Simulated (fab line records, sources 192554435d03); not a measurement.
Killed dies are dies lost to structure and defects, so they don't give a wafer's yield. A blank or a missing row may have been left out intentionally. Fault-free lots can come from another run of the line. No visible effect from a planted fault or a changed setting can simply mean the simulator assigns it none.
Matching of chambers | flow n5-finfet | rie-diel-04 running N5_BEOL_M0_ETCH_128: 4 sister chambers
The step etches SiCN in CF4/N2, target depth 12 nm, overetch 5.1 nm, time 21.4 s. 20 wafers are shown with their chamber, then 10 later ones without.

== WAFERS WITH THEIR CHAMBER ==
wafer  | chamber | drypump-motor-current-A (A) | showerhead-plenum-p-Torr (Torr) | throttle-valve-pct (%)
L076.3 | 2       | 4.7                         | 2.25                            | 15.12
L076.5 | 3       | 5.5                         | 2.25                            | 15.32
L076.6 | 0       | 6.1                         | 2.18                            | 15.32
L079.2 | 0       | 6.1                         | 2.17                            | 15.32
L079.3 | 3       | 5.5                         | 2.25                            | 15.34
L079.6 | 1       | 5.4                         | 2.13                            | 15.42
L080.1 | 3       | 5.5                         | 2.25                            | 15.34
L080.2 | 0       | 6.1                         | 2.17                            | 15.32
L080.3 | 2       | 4.7                         | 2.25                            | 15.14
L082.4 | 3       | 5.5                         | 2.25                            | 15.36
L082.5 | 0       | 6.1                         | 2.17                            | 15.33
L082.6 | 1       | 5.4                         | 2.13                            | 15.43
L085.2 | 3       | 5.5                         | 2.25                            | 15.35
L085.3 | 2       | 4.7                         | 2.24                            | 15.16
L085.4 | 0       | 6.2                         | 2.17                            | 15.36
L089.3 | 1       | 5.4                         | 2.12                            | 15.45
L089.4 | 2       | 4.7                         | 2.24                            | 15.17
L089.6 | 1       | 5.4                         | 2.12                            | 15.45
L093.2 | 3       | 5.5                         | 2.24                            | 15.38
L093.4 | 0       | 6.2                         | 2.16                            | 15.40

SIGNATURES, as means of the wafers listed above
reading                  | chamber 0 | chamber 1 | chamber 2 | chamber 3 | scatter within a chamber
drypump-motor-current-A  | 6.133     | 5.400     | 4.700     | 5.500     | 0.0289
showerhead-plenum-p-Torr | 2.1700    | 2.1250    | 2.2450    | 2.2483    | 0.0055
throttle-valve-pct       | 15.3417   | 15.4375   | 15.1475   | 15.3483   | 0.0244
Rule: for a wafer and a chamber, the distance is found by dividing, reading by reading, the gap between the wafer's reading and the chamber's mean by the reading's scatter, squaring, summing and taking the root. The wafer belongs to the nearest chamber; if the next one is less than 2 further off, it can't be placed. How the scatter is found: for the shown wafers, subtract from each reading the mean of its chamber, square and add these, divide the total by (wafers less chambers), then take the root.

== WAFERS WITHOUT THEIR CHAMBER ==
wafer  | drypump-motor-current-A (A) | showerhead-plenum-p-Torr (Torr) | throttle-valve-pct (%)
L093.5 | 5.5                         | 2.24                            | 15.38
L091.2 | 5.4                         | 2.12                            | 15.49
L091.4 | 6.1                         | 2.16                            | 15.40
L091.5 | 6.1                         | 2.16                            | 15.41
L095.2 | 6.1                         | 2.16                            | 15.42
L095.3 | 5.5                         | 2.24                            | 15.40
L095.5 | 5.5                         | 2.24                            | 15.39
L096.2 | 5.4                         | 2.12                            | 15.49
L096.4 | 4.8                         | 2.23                            | 15.20
L096.6 | 4.7                         | 2.23                            | 15.22

== WHICH CHAMBER EACH ONE RAN IN ==
wafer  | from the rows above | in truth
L093.5 | 3                   | 3
L091.2 | 1                   | 1
L091.4 | 0                   | 0
L091.5 | 0                   | 0
L095.2 | 0                   | 0
L095.3 | 3                   | 3
L095.5 | 3                   | 3
L096.2 | 1                   | 1
L096.4 | 2                   | 2
L096.6 | 2                   | 2
10 of 10 placed correctly. Number that these rows cannot place: 0. Wrongly placed: 0.
